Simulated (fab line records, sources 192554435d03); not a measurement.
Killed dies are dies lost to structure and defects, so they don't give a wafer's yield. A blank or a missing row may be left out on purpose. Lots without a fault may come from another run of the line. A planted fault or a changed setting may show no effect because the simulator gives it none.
A struck lot beside a sound one | flow n5_finfet | 38 steps out of a route of 1938
Sound: wafers L604.1, L604.5, L604.6. Struck: wafer L616.5. (L616.4, L616.6 of the same lot were not struck and are left out.) The cause comes at the end.
At each step with rows: each side's tool, then ch and its chambers, then its first start. Under that, the readings that differ: sound wafers | struck wafers | difference of the means | sigmas: that difference in standard deviations of wafers without a fault.
alike: readings whose means differ by less than 2 such deviations, and words and numbers that are the same on both sides. not compared: withheld readings, readings that some wafer has no value for, bounds like >300 that may hide the same value, and numbers for which the record gives no deviation and whose values overlap.
The two part at a step that has a row with sigmas, a row that says differs or no value, or rows on one side only. Numbers that don't overlap but have no deviation are shown without sigmas and don't part them. A reading that every wafer of one side lacks parts them only if that side has two wafers or more.

first, 9 steps without rows for these wafers: N5_PMOS_HMC_CHANNEL_EPI_EPI_26 (deposits Si from SiH4/H2, target thk 3.8 nm, time 22.7 s); N5_FIN_SAQP_PRECLEAN_42 (cleans in O3/DIW, time 60 s); N5_FIN_SAQP_PRECLEAN_00 (cleans in SC1, time 60 s); N5_FIN_SAQP_PRECLEAN_44 (cleans in SC2, time 45 s); N5_FIN_SAQP_SRD_01 (time 30 s); N5_FIN_SAQP_ALD_61 (deposits SiO2, target thk 4 nm, pulse time 1 s, purge time 2 s); N5_FIN_SAQP_DENSIFY_62 (time 60 s); N5_FIN_SAQP_HM_DEP_03 (deposits SiNx from SiH4/NH3/N2, target thk 38 nm, time 33.6 s); N5_FIN_SAQP_PECVD_47 (deposits a-Si from SiH4/He, target thk 45 nm, time 36.3 s).
N5_FIN_SAQP_PECVD_48: deposits SiNx from SiH4/NH3/N2, target thk 25 nm, time 22.1 s.
  sound on pecvd-01 ch 0,1, day 1 21:41; struck on pecvd-01 ch 1, day 4 22:52
  alike: heater_power_w, showerhead_plenum_p_Torr, throttle_valve_pct
then, 10 steps without rows for these wafers: N5_FIN_SAQP_PECVD_06 (deposits a-Si from SiH4/He, target thk 60 nm, time 48.1 s); N5_FIN_SAQP_HM_DEP_72 (deposits SiO2 from SiH4/N2O, target thk 12 nm, time 7.2 s); N5_FIN_SAQP_COAT_49 (time 60 s, resist thk 100 nm); N5_FIN_SAQP_COAT_50 (time 60 s, resist thk 35 nm); N5_FIN_SAQP_COAT_10 (resist thk 90 nm); N5_FIN_SAQP_EBR_12; N5_FIN_SAQP_SOFTBAKE_11 (time 60 s); N5_FIN_SAQP_EXPOSE_13 (exposes mask FIN CORE, target cd 35.6 nm); N5_FIN_SAQP_PEB_14 (peb time 60 s); N5_FIN_SAQP_DEVELOP_15 (develop time 30 s).
N5_FIN_SAQP_INSPECT_18: inspects for defects (brightfield).
  sound on defect_inspect-01, day 1 22:25; struck on defect_inspect-02, day 4 23:32
  reading          | sound       | struck | difference | sigmas
  raw_defect_count | 508 352 288 | 1348   | +965       | +7
then, 14 steps without rows for these wafers: N5_FIN_SAQP_DESCUM_21 (chemistry O2, time 7.9 s); N5_FIN_SAQP_ETCH_51 (etches SiARC in CF4, target depth 45.5 nm, time 75.8 s); N5_FIN_SAQP_ETCH_52 (etches SOC in N2/H2, target depth 100 nm, overetch 20 nm, time 150 s); N5_FIN_SAQP_STRIP_53 (strips in N2/H2); N5_FIN_SAQP_HM_OPEN_73 (chemistry CHF3/O2, target SiO2, stops on a-Si, target depth 12 nm, time 16.8 s); N5_FIN_SAQP_STRIP_74 (strips in CHF3/O2); N5_FIN_SAQP_MANDREL_ETCH_22 (etches a-Si in HBr/Cl2, stops on SiNx, target depth 60 nm, bt time 10 s, time 30 s); N5_FIN_SAQP_STRIP_55 (strips in N2/H2); N5_FIN_SAQP_STRIP_23 (strips in SPM, time 750 s); N5_FIN_SAQP_SRD_66 (time 30 s); N5_FIN_SAQP_RECESS_75 (chemistry HF/NH3, target SiO2, target depth 14.4 nm, afs cycles 3, sublimation time 60 s); N5_FIN_SAQP_SPACER1_ALD_24 (deposits SiO2, target thk 20.3 nm, pulse time 1 s, purge time 2 s); N5_FIN_SAQP_SPACER1_ETCHBACK_25 (etches SiO2 in CHF3/O2, target depth 24.4 nm, time 12.2 s); N5_FIN_SAQP_MANDREL1_REMOVE_56 (chemistry HBr/Cl2/O2, target a-Si, stops on SiNx, bt time 10 s).
N5_FIN_CUT_INSPECT_10: inspects for defects (brightfield).
  sound on defect_inspect-02, day 2 04:46; struck on defect_inspect-02, day 5 06:00
  reading          | sound    | struck | difference | sigmas
  raw_defect_count | 38 31 42 | 979    | +942       | +94
-- the record jumps here: 6 days lie between the struck wafers' starts before and after (it left off in module FIN_CUT and takes up again in module BEOL_M4, whose first step shown is number 1111 of the route) --
N5_BEOL_M4_RC_MEAS_101:
  sound on prober-02 ch 0, day 7 19:30; struck on prober-02 ch 0, day 11 11:31
  reading        | sound          | struck | difference | sigmas
  DIBL_N (mV/V)  | 37.3 38.2 36.5 | 33.5   | -3.8       | -2
  DIBL_P (mV/V)  | 37.3 38.1 36.5 | 32.6   | -4.7       | -2
  IOFF_N (nA/um) | 0.19 0.22 0.16 | 0.11   | -0.08      | -2
  SS_N (mV/dec)  | 72.2 72.3 72.4 | 70.9   | -1.4       | -2
  SS_P (mV/dec)  | 73.5 73.1 73.5 | 72.0   | -1.4       | -2
  alike: IOFF_P, ION_N, ION_P, VT_N, VT_P
-- the record jumps here: 4 days lie between the struck wafers' starts before and after (it left off in module BEOL_M4 and takes up again in module PASSIVATION, whose first step shown is number 1936 of the route) --
N5_PASSIVATION_PROBE_49:
  the record has rows for the struck wafers here (prober-01, day 15 15:46) and none for the sound ones

WHERE THEY PART
First at N5_FIN_SAQP_INSPECT_18; last, within this record, at N5_PASSIVATION_PROBE_49.

WHY: what the simulator had put in
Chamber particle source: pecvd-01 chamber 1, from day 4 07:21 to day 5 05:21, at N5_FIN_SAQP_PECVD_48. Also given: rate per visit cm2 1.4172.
